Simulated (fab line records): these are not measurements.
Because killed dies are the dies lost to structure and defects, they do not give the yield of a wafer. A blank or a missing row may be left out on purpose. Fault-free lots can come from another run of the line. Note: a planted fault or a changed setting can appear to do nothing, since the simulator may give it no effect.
Problem report, 8D (eight disciplines) form, completed by code / flow n5_finfet / the parts of the form that need people (team, actions taken, sign-off) are left out

== 1. THE PROBLEM ==
Mean of spin_speed_rpm at N5_BEOL_M0_CUTY_COAT_51: 1456.6 rpm across 6 wafers in 2 lots; on wafers with no fault it is 1499.6 rpm (standard deviation 0.9). Measured from the usual mean, that is -48 standard deviations.
The step: resist thk 150 nm.
Seen first at day 7 17:07 on litho_track-03, wafer L201.2. The record holds 11 wafers of 4 lots with a number at this step. Rule for "out", or "out of limits": more than 4 standard deviations from the usual mean. All remaining wafers that have a number are taken as sound.

== 2. WHAT IT IS, WHAT IT ISN'T ==
question=which readings at this step | is=spin_speed_rpm | is not=-
question=which lots | is=L201, L206 | is not=L194, L214
question=which wafers of those lots | is=all that have a number | is not=-
question=read on which tools | is=litho_track-03 | is not=litho_track-01
question=when | is=from day 7 17:07 | is not=up to then (3 sound wafers); but 2 sound wafers of L214 came after

== 3. THE SUSPECTS, EACH WITH WHAT RULES IT OUT ==
Counting: a tool at any process step up to the reading remains a suspect when it ran all the lots that are out and ran no sound lot after the first of those.
- litho_track-03 at N5_BEOL_M0_CUTY_COAT_51 (resist thk 150 nm): kept. Every lot that is out went through it, starting with L201 (day 7 17:07), and after that it ran no sound lot; the last sound lot it ran before then is L194 (day 7 09:13). Out on those wafers are its own readings of spin_speed_rpm.
The count leaves litho_track-03 at N5_BEOL_M0_CUTY_COAT_51.

== 4. THE CAUSE (what the simulator had put in) ==
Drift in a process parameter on litho_track-03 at N5_BEOL_M0_CUTY_COAT_51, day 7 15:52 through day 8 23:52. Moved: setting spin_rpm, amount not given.
This tool alone remained once counting was done.

== 5. THE EFFECT CHAIN, in route order ==
One row per reading whose mean, taken over the struck wafers that have a number, lies over 3 standard deviations from the usual. Only readings whose record carries a usual standard deviation are examined. hours: median over the lots of the time between each lot's start at the first step of this table that gives one and its start at this step. sigmas: the change, counted in usual standard deviations.
hours=0; step=N5_BEOL_M0_CUTY_COAT_51; reading=spin_speed_rpm; usual=1499.6 rpm; on struck wafers=1456.6; change=-43.0; sigmas=-48
It contains these process steps:
- N5_BEOL_M0_CUTY_COAT_51: resist thk 150 nm.
At these later measuring or inspecting steps, every struck wafer for which the step has a row has a number for every such reading, and none has moved that far: N5_BEOL_M4_RC_MEAS_101.

== 6. WHAT WOULD HAVE CAUGHT IT SOONER ==
In this record the first reading out of limits was taken at day 7 17:07, 1 hour after the fault began at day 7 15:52.
